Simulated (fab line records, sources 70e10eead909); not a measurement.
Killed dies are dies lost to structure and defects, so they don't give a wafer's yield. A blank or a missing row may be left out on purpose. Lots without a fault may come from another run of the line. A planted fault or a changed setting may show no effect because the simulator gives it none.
fab line records | flow nand_harc
record lots=12 wafers=36 last_day=34
route steps=1302 shown P_ZERO_WELL@9 P_STI@84 END@1302
lots that met no fault: from a run of the same line without faults
start_h: hours from the record's first day to the start of the lot's first wafer shown | wait_h: hours since the lot's step before | " the same as in the row above | L1.1+2: a row that stands for several wafers | - no value, or no start given | * or withheld: withheld | < > ~ a bound
route shown NAME@n: a module of which the file shows steps, and the number in the route of the first | usual: mean/standard deviation of fault-free wafers | same: alike in all rows | chamber/n: place in a boat | sites: the reading at each site | _std_site: their standard deviation | _edge_site: outer sites' mean less inner sites' | radius_mm: how far each site lies from the wafer's centre | mask NAME#n: copy n | behind: the tool/chamber that last shaped the wafer | hold: why the lot was held/for how many hours/how that ended | device: the transistor (n, p or np) that didn't switch | end of line: the same wafers' tests at the end of the route | a step without rows: its recipe alone | killed: dies lost to structure and defects at the first sort, not the wafer's yield | map: a wafer's dies, x killed, . not, _ none there
set.NAME: the setting as run; set.NAME@STEP: as run at that earlier step | model.NAME: the simulator's own value behind a step, which no gauge read
steps of the route over a sample of lots; a table a step, a row a wafer
services: from which hour (start_h, from the record's first day; less than 0 if before it) a tool's chamber was out of use, for how many hours, and why
## steps
# step NHARC_P_ZERO_WELL_SOFTBAKE_06
# recipe temp_c=125 time_s=70
# usual exhaust_pa=45.1/0.87 heater_power_total_W=200.9/1.3
# columns lot.wafer tool chamber start_h wait_h exhaust_pa heater_power_total_W
L860.3 litho_track-05 0 30 - 44.6 202.0
L860.5 " 0 " " 45.6 199.5
L860.6 " 0 " " 45.7 200.7
L861.2 litho_track-07 0 40 - 44.9 199.9
L861.3 " 0 " " 44.7 202.6
L861.4 " 0 " " 44.1 199.9
L866.2 litho_track-05 0 90 - 44.8 199.4
L866.3 " 0 " " 44.2 199.9
L866.5 " 0 " " 44.8 199.3
L869.2 litho_track-02 0 120 - 44.8 199.1
L869.4 " 0 " " 44.1 201.3
L869.6 " 0 " " 45.0 201.3
L872.3 litho_track-05 0 150 - 44.4 199.1
L872.4 " 0 " " 45.0 202.5
L872.6 " 0 " " 44.6 217.9
L873.3 litho_track-05 0 160 - 45.3 201.1
L873.4 " 0 " " 45.8 200.4
L873.6 " 0 " " 46.4 217.8
L874.1 litho_track-02 0 170 - 45.0 200.2
L874.2 " 0 " " 45.5 201.7
L874.6 " 0 " " 45.0 201.9
L876.3 litho_track-02 0 190 - 46.1 198.9
L876.4 " 0 " " 44.1 199.6
L876.6 " 0 " " 44.7 202.2
L877.4 litho_track-02 0 200 - 44.1 199.9
L877.5 " 0 " " 45.3 202.7
L877.6 " 0 " " 45.6 201.4
L878.4 litho_track-07 0 210 - 44.7 202.5
L878.5 " 0 " " 44.9 199.3
L878.6 " 0 " " 44.9 201.3
L879.1 litho_track-07 0 220 - 44.9 201.2
L879.2 " 0 " " 44.9 198.8
L879.4 " 0 " " 45.1 201.5
L882.1 litho_track-07 0 250 - 45.6 202.6
L882.2 " 0 " " 46.2 200.0
L882.5 " 0 " " 46.2 201.9
# step NHARC_P_ZERO_WELL_DESCUM_26
# recipe time_s=3 o2_flow_sccm=200 ar_flow_sccm=0 bias_power_w=0 chemistry=O2
# usual drypump_motor_current_A=5.8/0.42 oes_product_au=1.001/0.0084 rf_vpp_V=57.6/0.88 showerhead_plenum_p_Torr=1.89/0.092 throttle_valve_pct=11.312/0.0085
# same time_s=3
# columns lot.wafer tool chamber start_h wait_h drypump_motor_current_A oes_product_au rf_hours_counter_h rf_vpp_V showerhead_plenum_p_Torr throttle_valve_pct
L860.3 rie_diel-13 0 32.72 - 5.4 1.009 14 57.8 1.79 11.303
L860.6 " 0 " " 5.4 1.013 - 56.4 1.79 11.304
L860.5 " 1 " " 5.6 0.999 - 57.5 1.89 11.318
L861.3 rie_diel-13 1 45.33 - 5.6 1.008 15 57.6 1.88 11.306
L861.4 " 2 " " 6.2 1.000 18 58.8 2.01 11.297
L861.2 " 3 " " 6.2 1.013 20 58.1 2.02 11.311
L866.2 rie_diel-01 0 92.88 - 5.4 0.994 13 56.8 1.78 11.304
L866.3 " 3 " " 6.5 0.993 15 56.7 1.87 11.310
L866.5 " 1 " " 5.6 0.985 - 57.3 1.81 11.303
L869.2 rie_diel-13 1 122.61 - 5.6 1.001 42 58.0 1.88 11.293
L869.4 " 0 " " 5.4 1.003 44 57.5 1.78 11.323
L869.6 " 1 " " 5.6 0.988 - 58.5 1.88 11.319
L872.4 rie_diel-13 1 152.78 - 5.6 1.004 53 57.3 1.87 11.310
L872.3 " 0 " " 5.4 0.998 56 55.6 1.78 11.314
L872.6 " 2 " " 6.2 1.011 - 57.9 2.00 11.313
L873.3 rie_diel-13 2 162.78 - 6.3 0.997 59 57.1 1.99 11.316
L873.4 " 0 " " 5.4 1.013 58 57.6 1.78 11.312
L873.6 " 2 " " 6.3 1.005 - 57.8 2.00 11.326
L874.2 rie_diel-01 0 172.63 - 5.4 0.993 33 56.2 1.77 11.322
L874.1 " 2 " " 5.7 1.002 41 58.6 2.05 11.314
L874.6 " 1 " " 5.6 0.990 - 56.1 1.80 11.305
L876.4 rie_diel-06 1 192.62 - 5.9 0.994 20 57.6 1.80 11.297
L876.3 " 0 " " 6.5 1.002 17 58.3 2.00 11.316
L876.6 " 1 " " 5.9 1.008 - 58.2 1.80 11.314
L877.4 rie_diel-06 0 202.68 - 6.5 1.013 19 57.7 2.00 11.303
L877.5 " 3 " " 5.4 1.004 - 55.7 1.86 11.311
L877.6 " 0 " " 6.5 1.022 - 57.3 2.00 11.313
L878.4 rie_diel-13 3 212.81 - 6.3 1.009 11 58.9 2.00 11.310
L878.5 " 0 " " 5.4 0.994 - 57.0 1.78 11.314
L878.6 " 1 " " 5.6 1.015 - 57.2 1.87 11.318
L879.2 rie_diel-06 0 223.17 - 6.5 1.013 27 57.9 1.99 11.318
L879.1 " 1 " " 5.9 0.994 29 56.8 1.80 11.299
L879.4 " 2 " " 5.3 1.005 27 57.3 1.85 11.309
L882.2 rie_diel-13 1 252.74 - 5.6 1.014 25 57.0 1.86 11.328
L882.1 " 3 " " 6.3 1.000 27 57.3 2.00 11.317
L882.5 " 1 " " 5.6 0.996 - 57.0 1.86 11.299
# step NHARC_P_ZERO_WELL_DESCUM_54
# recipe time_s=3 o2_flow_sccm=200 ar_flow_sccm=0 bias_power_w=0 chemistry=O2
# usual drypump_motor_current_A=5.8/0.43 oes_product_au=1.001/0.0087 rf_vpp_V=57.7/0.96 showerhead_plenum_p_Torr=1.88/0.092 throttle_valve_pct=11.311/0.0094
# same time_s=3
# columns lot.wafer tool chamber start_h wait_h drypump_motor_current_A oes_product_au rf_hours_counter_h rf_vpp_V showerhead_plenum_p_Torr throttle_valve_pct
L860.3 rie_diel-13 2 36.48 - 6.2 1.000 12 58.8 2.01 11.305
L860.5 " 0 " " 5.4 1.019 - 56.7 1.79 11.334
L860.6 " 1 " " 5.7 1.001 - 56.9 1.89 11.306
L861.4 rie_diel-13 2 48.61 - 6.2 0.995 18 59.7 2.01 11.292
L861.2 " 3 " " 6.3 1.001 20 58.2 2.02 11.310
L861.3 " 0 " " 5.4 1.001 18 58.0 1.79 11.295
L866.3 rie_diel-13 3 96.24 - 6.2 1.010 39 59.3 2.01 11.320
L866.2 " 0 " " 5.4 0.996 36 58.4 1.79 11.293
L866.5 " 1 " " 5.6 0.998 - 57.6 1.88 11.315
L869.4 rie_diel-01 2 125.68 - 5.8 0.980 27 58.7 2.05 11.324
L869.2 " 3 " " 6.6 0.993 26 56.7 1.86 11.327
L869.6 " 1 " " 5.6 0.988 - 58.1 1.81 11.316
L872.3 rie_diel-01 3 156.09 - 6.5 0.993 33 57.7 1.86 11.327
L872.4 " 0 " " 5.4 1.005 30 57.4 1.77 11.308
L872.6 " 1 " " 5.6 0.994 - 58.3 1.80 11.301
L873.4 rie_diel-06 3 166.05 - 5.4 1.002 7 56.1 1.86 11.302
L873.3 " 2 " " 5.3 1.007 8 57.5 1.86 11.297
L873.6 " 0 " " 6.5 1.013 - 59.5 2.00 11.310
L874.2 rie_diel-13 2 175.92 - 6.3 1.000 0 57.5 2.00 11.309
L874.1 " 3 " " 6.3 1.006 0 57.3 2.01 11.323
L874.6 " 0 " " 5.4 0.994 - 56.8 1.78 11.326
L876.4 rie_diel-01 0 195.89 - 5.3 0.997 35 56.2 1.77 11.310
L876.3 " 3 " " 6.6 0.997 41 58.3 1.86 11.318
L876.6 " 1 " " 5.6 0.996 - 58.2 1.80 11.301
L877.4 rie_diel-06 1 206.00 - 5.9 1.001 23 56.5 1.80 11.311
L877.6 " 1 " " 6.0 1.003 - 57.0 1.80 11.322
L877.5 " 2 " " 5.3 0.995 - 57.6 1.85 11.320
L878.4 rie_diel-06 2 216.09 - 5.3 0.995 25 57.0 1.85 11.309
L878.6 " 1 " " 5.9 1.002 - 57.3 1.80 11.302
L878.5 " 2 " " 5.3 1.008 - 56.9 1.85 11.306
L879.4 rie_diel-06 2 226.35 - 5.3 0.998 30 56.2 1.85 11.319
L879.1 " 3 " " 5.4 1.010 27 56.4 1.85 11.310
L879.2 " 0 " " 6.5 1.018 29 59.6 1.99 11.307
L882.1 rie_diel-06 2 255.88 - 5.3 0.989 39 57.1 1.85 11.319
L882.2 " 0 " " 6.5 1.013 37 57.9 1.99 11.294
L882.5 " 2 " " 5.3 1.005 - 58.3 1.85 11.316
# step NHARC_P_STI_OVL_MEAS_10
# usual overlay_x_nm=0/5.4 overlay_y_nm=0/4.8
# columns lot.wafer tool chamber start_h wait_h overlay_x_nm overlay_y_nm
L860.3 overlay-01 - 58.04 - -4 3
L860.5 " - " " -4 2
L860.6 " - " " -4 4
L861.2 overlay-02 - 67.18 - 9 -1
L861.3 " - " " 9 -1
L861.4 " - " " 10 -1
L866.2 overlay-02 - 113.87 - -3 -2
L866.3 " - " " -3 -2
L866.5 " - " " -3 -2
L869.2 overlay-02 - 145.16 - -5 3
L869.4 " - " " -5 3
L869.6 " - " " -5 3
L872.3 overlay-01 - 173.01 - 1 -3
L872.4 " - " " 1 -4
L872.6 " - " " 1 -4
L873.3 overlay-02 - 183.22 - -6 9
L873.4 " - " " -6 9
L873.6 " - " " -5 8
L874.1 overlay-02 - 192.88 - 0 -1
L874.2 " - " " 0 -1
L874.6 " - " " 0 -2
L876.3 overlay-01 - 212.63 - 6 1
L876.4 " - " " 7 1
L876.6 " - " " 7 1
L877.4 overlay-02 - 225.85 - 0 2
L877.5 " - " " 0 2
L877.6 " - " " 1 2
L878.4 overlay-02 - 233.85 - -5 1
L878.5 " - " " -6 1
L878.6 " - " " -5 1
L879.1 overlay-02 - 244.25 - -2 3
L879.2 " - " " -2 3
L879.4 " - " " -2 2
L882.1 overlay-02 - 273.43 - 7 -13
L882.2 " - " " 8 -12
L882.5 " - " " 7 -12
# step NHARC_END_SORT_01
# recipe temp_c=25
# usual killed_at_array=58/20 killed_at_other=0.9/1.4 killed_at_periphery=4/3.1 killed_dies=63/20 killed_open=3.3/1.8 killed_short=2.4/1.5
# same gross_dies=677
# columns lot.wafer tool chamber start_h wait_h killed_at_array killed_at_other killed_at_periphery killed_dies killed_open killed_short
L874.1 prober-02 0 722.66 2.5 52 0 4 56 4 2
L874.2 prober-02 0 723.47 2.8 80 0 3 83 6 5
L874.6 prober-02 0 726.69 4.0 77 2 0 79 5 2
# killed by level:class
L874.1 A_CHANNEL_HOLE_D1:chamber_film_flake=28 A_CHANNEL_HOLE_D2:chamber_film_flake=10 A_SLIT:chamber_film_flake=3 A_DECK1_JOINT:chamber_film_flake=3 P_CONTACT:geometric_particle:open=2 A_ONON_D1:geometric_particle:open=2 P_ZERO_WELL:chamber_film_flake=2 A_CONTACT:chamber_film_flake=2
L874.2 A_CHANNEL_HOLE_D1:chamber_film_flake=36 A_CHANNEL_HOLE_D2:chamber_film_flake=19 A_CONTACT:chamber_film_flake=4 P_ZERO_WELL:chamber_film_flake=3 A_DECK1_JOINT:chamber_film_flake=3 A_STAIRCASE:chamber_film_flake=3 A_CHANNEL_FILL_D2:geometric_particle:open=2 A_SLIT:chamber_film_flake=2
L874.6 A_CHANNEL_HOLE_D1:chamber_film_flake=37 A_CHANNEL_HOLE_D2:chamber_film_flake=23 A_SLIT:chamber_film_flake=4 A_CONTACT:chamber_film_flake=3 A_M1:geometric_particle:open=2 A_SOURCE_PLATE:geometric_particle:short=1 A_ONON_D2:geometric_particle:short=1 A_SGD_CUT:geometric_particle:open=1
## services
# columns tool chamber start_h hours kind
rie_diel-01 - 9.45 0.3 repair
rie_diel-06 1 17.96 2.5 repair
rie_diel-13 0 21.50 - clean
rie_diel-13 1 21.50 - clean
rie_diel-13 2 21.50 - clean
rie_diel-01 - 26.97 9.0 pm
rie_diel-06 3 40.30 28.8 repair
litho_track-02 - 52.00 7.0 pm
rie_diel-01 2 75.29 8.4 repair
litho_track-07 - 76.00 7.0 pm
rie_diel-06 2 78.01 1.7 repair
rie_diel-13 0 107.70 4.5 repair
litho_track-05 - 124.02 7.0 pm
rie_diel-06 - 130.48 9.0 pm
rie_diel-01 2 156.75 1.6 repair
rie_diel-13 3 157.43 4.2 repair
rie_diel-13 - 165.00 9.0 pm
rie_diel-06 3 187.23 3.0 repair
rie_diel-13 0 192.23 4.5 repair
rie_diel-01 - 205.39 9.0 pm
rie_diel-01 1 216.41 1.2 repair
litho_track-02 - 227.00 7.0 pm
rie_diel-01 0 241.27 3.0 repair
litho_track-07 - 251.00 7.0 pm
## key
first_sign step=NHARC_P_ZERO_WELL_SOFTBAKE_06 reading=heater_power_total_W direction=up sigmas=13 usual=* struck=*
effect none on later readings
met_at NHARC_P_ZERO_WELL_SOFTBAKE_06
struck_lots L872,L873
struck_wafers L872.6,L873.6
tester_left_out L872,L873
not_acting_at NHARC_P_ZERO_WELL_DESCUM_26,NHARC_P_ZERO_WELL_DESCUM_54,NHARC_P_STI_OVL_MEAS_10
onset_between 90 150
fault kind=process_parameter_drift tool=litho_track-05 chamber=- onset_h=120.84 steps=NHARC_P_ZERO_WELL_SOFTBAKE_06 channel=time_s offset=* shape=step end_h=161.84 scope=struck_wafers_only acts_in=* stated=*
# tester_left_out: of these lots the tester's yield and bins aren't shown, on N5 and GAA mostly nor the transistor test; their killed dies are dies lost to structure and defects alone, not to doping, threshold or leakage, so they don't give the yield
